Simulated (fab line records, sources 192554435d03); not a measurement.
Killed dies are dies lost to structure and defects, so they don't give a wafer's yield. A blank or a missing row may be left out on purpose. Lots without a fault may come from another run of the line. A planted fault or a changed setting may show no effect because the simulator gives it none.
Chamber matching | flow n5_finfet | N5_BEOL_M6_ETCH_66 on rie_diel-05: 4 sister chambers
The step etches SOC in N2/H2, target depth 80 nm, overetch 16 nm, time 120 s. 16 wafers are shown with their chamber, then 8 later ones without.

WAFERS WITH THEIR CHAMBER
wafer  | chamber | showerhead_plenum_p_Torr (Torr) | drypump_motor_current_A (A) | throttle_valve_pct (%)
L076.1 | 0       | 2.71                            | 5.6                         | 17.77
L076.2 | 2       | 2.62                            | 5.8                         | 17.36
L076.4 | 2       | 2.62                            | 5.8                         | 17.36
L083.1 | 1       | 2.50                            | 5.4                         | 17.76
L083.2 | 0       | 2.70                            | 5.6                         | 17.82
L083.6 | 1       | 2.50                            | 5.4                         | 17.78
L084.1 | 0       | 2.70                            | 5.6                         | 17.82
L084.2 | 3       | 2.49                            | 5.7                         | 17.60
L084.3 | 1       | 2.50                            | 5.4                         | 17.77
L084.4 | 2       | 2.61                            | 5.8                         | 17.37
L084.5 | 3       | 2.49                            | 5.7                         | 17.58
L084.6 | 0       | 2.70                            | 5.6                         | 17.81
L087.1 | 0       | 2.69                            | 5.5                         | 17.84
L087.2 | 2       | 2.61                            | 5.8                         | 17.41
L087.3 | 3       | 2.49                            | 5.7                         | 17.61
L087.4 | 1       | 2.50                            | 5.4                         | 17.80

SIGNATURES (means of the wafers above)
reading                  | chamber 0 | chamber 1 | chamber 2 | chamber 3 | scatter within a chamber
showerhead_plenum_p_Torr | 2.7000    | 2.5000    | 2.6150    | 2.4900    | 0.005
drypump_motor_current_A  | 5.580     | 5.400     | 5.800     | 5.700     | 0.0258
throttle_valve_pct       | 17.8120   | 17.7775   | 17.3750   | 17.5967   | 0.0218
Rule: a wafer's distance from a chamber is the root of the sum, over the readings, of the square of ((its reading less the chamber's mean) divided by the reading's scatter). The wafer belongs to the nearest chamber; if the next one is less than 2 further off, it can't be placed. The scatter: the root of (the sum of the squares of (reading less its chamber's mean) over the shown wafers, divided by (wafers less chambers)).

WAFERS WITHOUT THEIR CHAMBER
wafer  | showerhead_plenum_p_Torr (Torr) | drypump_motor_current_A (A) | throttle_valve_pct (%)
L087.5 | 2.50                            | 5.4                         | 17.79
L087.6 | 2.61                            | 5.8                         | 17.40
L090.3 | 2.50                            | 5.4                         | 17.79
L090.4 | 2.48                            | 5.7                         | 17.61
L090.6 | 2.69                            | 5.6                         | 17.82
L096.3 | 2.60                            | 5.8                         | 17.44
L096.5 | 2.68                            | 5.6                         | 17.87
L096.6 | 2.60                            | 5.8                         | 17.46

WHICH CHAMBER EACH WENT THROUGH
wafer  | from the rows above | in truth
L087.5 | 1                   | 1
L087.6 | 2                   | 2
L090.3 | 1                   | 1
L090.4 | 3                   | 3
L090.6 | 0                   | 0
L096.3 | 2                   | 2
L096.5 | 0                   | 0
L096.6 | 2                   | 2
Placed correctly: 8 of 8. Can't be placed from these rows: 0. Placed wrongly: 0.
